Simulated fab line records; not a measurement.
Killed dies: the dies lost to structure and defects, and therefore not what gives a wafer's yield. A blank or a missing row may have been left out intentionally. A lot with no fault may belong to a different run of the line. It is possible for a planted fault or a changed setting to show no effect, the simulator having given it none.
One fault seen from 2 desks :: flow n5_finfet :: what lay behind the numbers comes last; until then each desk has only its own

## FOR THE TOOL OWNER'S DESK: ald_metal-01
The tool's own readings at N5_MOL_CONTACT_COAG_ALD_20 (deposits TiN, target thk 1.5 nm, pulse time 1 s, purge time 3 s): means of the sampled wafers that have a number, for each lot that ran on this tool. A lot is out of limits, marked OUT, if its mean lies more than 4 standard deviations from the usual mean; the brackets give that distance.
Columns: A = heater_power_w at N5_MOL_CONTACT_COAG_ALD_20, usual 897 W; B = precursor_pulse_height_rel at N5_MOL_CONTACT_COAG_ALD_20, usual 1.002
lot: L265
first seen here: day 5 13:40
A: 895
B: 0.987

lot: L266
first seen here: day 5 18:11
A: 907
B: 0.988

lot: L271
first seen here: day 7 00:15
A: 821
B: 1.002

lot: L280
first seen here: day 9 07:43
A: 798
B: 0.995

lot: L282
first seen here: day 9 20:36
A: 896
B: 1.009

lot: L283
first seen here: day 10 03:16
A: 914
B: 1.007
Finding of this desk: none of the 6 lots has anything out of limits.

## THE METROLOGY DESK
Means of the sampled wafers that have a number, per lot and without regard to the tool the lot ran on: this is what the gauges read. A lot is out of limits, marked OUT, if its mean lies more than 4 standard deviations from the usual mean; the brackets give that distance. Of its 10 readings 7 are shown: those that lie furthest out on some lot.
Columns: A = DIBL_N at N5_BEOL_M4_RC_MEAS_101, usual 37.5 mV/V; B = ION_N at N5_BEOL_M4_RC_MEAS_101, usual 679 uA/um; C = ION_P at N5_BEOL_M4_RC_MEAS_101, usual 465 uA/um; D = SS_N at N5_BEOL_M4_RC_MEAS_101, usual 72.0 mV/dec; E = SS_P at N5_BEOL_M4_RC_MEAS_101, usual 73.7 mV/dec; F = VT_N at N5_BEOL_M4_RC_MEAS_101, usual 248 mV; G = VT_P at N5_BEOL_M4_RC_MEAS_101, usual -249 mV
lot: L265
first seen here: day 8 20:26
A: 35.4
B: 664
C: 458
D: 71.4
E: 72.7
F: 252
G: -251

lot: L266
first seen here: day 8 20:35
A: 38.7
B: 691
C: 471
D: 72.1
E: 73.9
F: 245
G: -246

lot: L268
first seen here: day 9 23:35
A: 37.3
B: 681
C: 465
D: 72.0
E: 74.2
F: 249
G: -248

lot: L271
first seen here: day 10 09:25
A: 39.3
B: 684
C: 468
D: 72.2
E: 73.9
F: 248
G: -245

lot: L275
first seen here: day 11 17:02
A: 36.8
B: 693
C: 479
D: 71.5
E: 73.0
F: 247
G: -245

lot: L280
first seen here: day 12 20:11
A: 36.8
B: 677
C: 465
D: 71.3
E: 73.8
F: 248
G: -248

lot: L283
first seen here: day 13 22:26
A: 39.2
B: 683
C: 465
D: 72.0
E: 74.6
F: 246
G: -250

lot: L282
first seen here: day 13 22:40
A: 39.7
B: 678
C: 464
D: 72.5
E: 73.7
F: 249
G: -249

lot: L285
first seen here: day 14 05:08
A: 36.3
B: 683
C: 466
D: 72.5
E: 73.6
F: 250
G: -250
Finding of this desk: none of the 9 lots has anything out of limits.

## PUT TOGETHER
Nothing out of limits was seen by the tool owner's desk.
From the metrology desk's view, nothing was out of limits.

## WHAT THE SIMULATOR PUT IN
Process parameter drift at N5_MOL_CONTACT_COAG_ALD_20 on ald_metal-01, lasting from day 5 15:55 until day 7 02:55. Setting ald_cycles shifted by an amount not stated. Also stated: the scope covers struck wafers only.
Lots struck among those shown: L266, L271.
